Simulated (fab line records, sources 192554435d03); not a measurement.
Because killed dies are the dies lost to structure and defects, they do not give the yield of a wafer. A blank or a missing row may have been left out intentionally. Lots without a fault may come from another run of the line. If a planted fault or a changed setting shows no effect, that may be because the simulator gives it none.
A lot that was struck, set against a sound lot :: flow n5Finfet :: 37 out of 1938 route steps
Sound: the wafers L686.1, L686.2, L686.5. Struck: wafers L687.1, L687.3, L687.6. The cause is named last.
Per side, at each step with rows, come the tool, then ch with its chambers, and then its first start. Under that, the readings that differ: sound wafers :: struck wafers :: difference of the means :: sigmas: that difference in standard deviations of wafers without a fault.
alike: a reading whose means differ by less than 2 such deviations, as well as words and numbers matching on both sides. not compared: withheld readings; readings where some wafer has no value; bounds like >300 that might hide an equal value; numbers whose values overlap and for which the record gives no deviation.
Wherever a step has rows on one side only, a row that says differs or no value, or a row with sigmas, the two part there. Non-overlapping numbers with no deviation appear without sigmas and do not part them. Lack of a reading on every wafer of one side parts them only where that side has two or more wafers.

first, 9 steps without rows for these wafers: N5_BEOL_M4_ANNEAL_95 (time 240 s); N5_BEOL_M4_SPUTTER_96 (material Cu, target thk 4.5 nm, time 8.29 s); N5_BEOL_M4_ECD_50 (material Cu, target thk 300 nm); N5_BEOL_M4_ANNEAL_51 (time 90 s); N5_BEOL_M4_CMP_52 (polishes, stops on SiOC, t overpolish 6.8 s, target thk 40 nm); N5_BEOL_M4_PRE_CLEAN_60 (time 15 s); N5_BEOL_M4_CO_CAP_55 (material Co, precursor CCTBA/H2, target thk 2 nm, time 102.1 s); N5_BEOL_M4_PRE_CLEAN_56 (time 15 s); N5_BEOL_M4_DEP_57 (deposits SiCN from 3MS/NH3, target thk 8 nm, time 14 s).
N5_BEOL_M4_RC_MEAS_101:
  sound on prober-02 ch 0, day 8 13:54; struck on prober-02 ch 0, day 9 03:23
reading: SS_N (mV/dec)
sound: 70.4 71.1 71.0
struck: 71.5 72.1 72.5
difference: +1.2
sigmas: +2
  alike: DIBL_N, DIBL_P, IOFF_N, IOFF_P, ION_N, ION_P, SS_P, VT_N, VT_P
then, 24 steps without rows for these wafers: N5_BEOL_M5_ILD_DEP_00 (deposits SiCOH lowk from DEMS/porogen, target thk 140.64 nm, time 25.9 s); N5_BEOL_M5_CURE_79 (cures SiCOH lowk, time 240 s); N5_BEOL_M5_PECVD_70 (deposits SiO2 from TEOS/O2, target thk 16 nm, time 18 s); N5_BEOL_M5_HM_DEP_02 (deposits TiN, target thk 20 nm); N5_BEOL_M5_COAT_59 (time 60 s, resist thk 60 nm); N5_BEOL_M5_COAT_60 (time 60 s, resist thk 12 nm); N5_BEOL_M5_COAT_71 (time 60 s, resist thk 5 nm); N5_BEOL_M5_COAT_05 (resist thk 30 nm); N5_BEOL_M5_EBR_07; N5_BEOL_M5_SOFTBAKE_06 (time 60 s); N5_BEOL_M5_EXPOSE_08 (exposes mask M5, target cd 28 nm); N5_BEOL_M5_PEB_09 (peb time 60 s); N5_BEOL_M5_DEVELOP_10 (develop time 30 s); N5_BEOL_M5_DESCUM_16 (chemistry O2, time 7 s); N5_BEOL_M5_ETCH_72 (etches underlayer in N2/H2, target depth 6.5 nm, time 5.2 s); N5_BEOL_M5_ETCH_61 (etches SiARC in CF4, target depth 15.6 nm, time 26 s); N5_BEOL_M5_ETCH_62 (etches SOC in N2/H2, target depth 75 nm, overetch 15 nm, time 112.5 s); N5_BEOL_M5_STRIP_63 (strips in N2/H2); N5_BEOL_M5_STRIP_73 (strips in N2/H2); N5_BEOL_M5_STRIP_64 (strips in CF4); N5_BEOL_M5_HM_OPEN_17 (chemistry Cl2/BCl3, target TiN, target depth 20 nm, overetch 6 nm); N5_BEOL_M5_STRIP_19 (strips in O2); N5_BEOL_M5_COAT_65 (time 60 s, resist thk 60 nm); N5_BEOL_M5_COAT_66 (time 60 s, resist thk 12 nm).
N5_BEOL_M9_ETCH_66: etches SOC in N2/H2, target depth 80 nm, overetch 16 nm, time 120 s.
  sound on rieDiel-06 ch 1,2,3, day 10 04:53; struck on rieDiel-06 ch 0,2,3, day 10 17:32
  no value came back on the struck wafers for any of 7 readings (biasW (W), chamberPressureMTorr (mTorr) and others); on the sound wafers biasW (W) reads 149.9 150.0 149.9
reading: model.CAR-EUV_of_BEOL_M9_COAT_22.thkNm (nm)
sound: 0 0 0
struck: 11 11.2 11.2
difference: +11
sigmas: 

reading: model.SiARC_of_BEOL_M9_COAT_64.thkNm (nm)
sound: 6.6 6.4 6.4
struck: 12 12 12
difference: +6
sigmas: 

reading: model.underlayer_of_BEOL_M9_COAT_75.thkNm (nm)
sound: 0 0 0
struck: 5 5 5
difference: +5
sigmas: 
  not compared: rfHoursCounterH
N5_BEOL_M9_VIA_ETCH_34: etches SiCOH lowk in C4F6/O2, target depth 182.4 nm, time 68.4 s.
  sound on rieDiel-06 ch 1,2,3, day 10 04:59; struck on rieDiel-06 ch 0,2,3, day 10 17:38
reading: oesProductAu (a.u.)
sound: 0.70 0.83 0.86
struck: 0.33 0.26 0.31
difference: -0.50
sigmas: -6
  alike: C4F6_flow_sccm, O2_flow_sccm, chamberPressureMTorr, drypumpMotorCurrentA, oes_o_777_au, rfVppV, showerheadPlenumPTorr, throttleValvePct
  not compared: rfHoursCounterH
-- the record jumps here: 2 days lie between the struck wafers' starts before and after (it left off in module BEOL_M9 and takes up again in module PASSIVATION, whose first step shown is number 1936 of the route) --
N5_PASSIVATION_PROBE_49:
  the record has rows for the struck wafers here (prober-01, day 13 05:09) and none for the sound ones

## WHERE THEY PART
Last at N5_PASSIVATION_PROBE_49 as far as this record goes, first at N5_BEOL_M4_RC_MEAS_101.

WHY: what had been put in by the simulator
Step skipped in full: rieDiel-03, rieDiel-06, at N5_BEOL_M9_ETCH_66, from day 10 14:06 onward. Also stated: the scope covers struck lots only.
